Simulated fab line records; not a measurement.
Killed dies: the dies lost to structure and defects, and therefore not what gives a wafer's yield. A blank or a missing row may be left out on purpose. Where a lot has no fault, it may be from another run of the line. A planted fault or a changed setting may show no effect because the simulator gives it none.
One fault seen from 2 desks | flow n5_finfet | only its own numbers are on each desk; what lay behind them is given at the end

== FROM THE METROLOGY DESK ==
What the gauges read for every lot (on any tool): the sampled wafers with a number, averaged. Any lot whose mean is over 4 standard deviations away from the usual mean is out of limits and marked OUT; that distance is given in the brackets.
Columns: A = M9_ILD_THK at N5_BEOL_M9_THK_MEAS_01, usual 269 nm
lot  | first seen here | A
L562 | day 9 12:31     | 265
L563 | day 9 19:36     | 268
L564 | day 10 01:08    | 269
L567 | day 10 16:17    | 269
L568 | day 11 01:02    | 269
L570 | day 11 04:59    | 269
L574 | day 12 22:41    | 272
L579 | day 13 16:46    | 270
L578 | day 14 09:44    | 268
L580 | day 15 00:58    | 267
L581 | day 15 16:54    | 269
L582 | day 15 22:16    | 269
L585 | day 17 00:59    | 269
L583 | day 17 10:56    | 267
Result from this desk: across the 14 lots, nothing is out of limits.

== FOR THE TOOL OWNER'S DESK: arfi_scanner-02 ==
The tool's own readings at N5_BEOL_M9_EXPOSE_08 (exposes mask M9): means of the sampled wafers that have a number, for each lot that ran on this tool. Any lot whose mean is over 4 standard deviations away from the usual mean is out of limits and marked OUT; that distance is given in the brackets.
Columns: A = exposure_dose_mJ_cm2 at N5_BEOL_M9_EXPOSE_08, usual 53.73
lot  | first seen here | A
L563 | day 9 21:12     | 53.71
L564 | day 10 05:10    | 53.71
L580 | day 15 01:26    | 53.74
L582 | day 16 00:02    | 53.78
Result from this desk: across the 4 lots, nothing is out of limits.

== BROUGHT TOGETHER ==
Metrology desk: nothing out of limits seen.
The desk of the tool owner found nothing out of limits.

== WHAT WAS PUT IN BY THE SIMULATOR ==
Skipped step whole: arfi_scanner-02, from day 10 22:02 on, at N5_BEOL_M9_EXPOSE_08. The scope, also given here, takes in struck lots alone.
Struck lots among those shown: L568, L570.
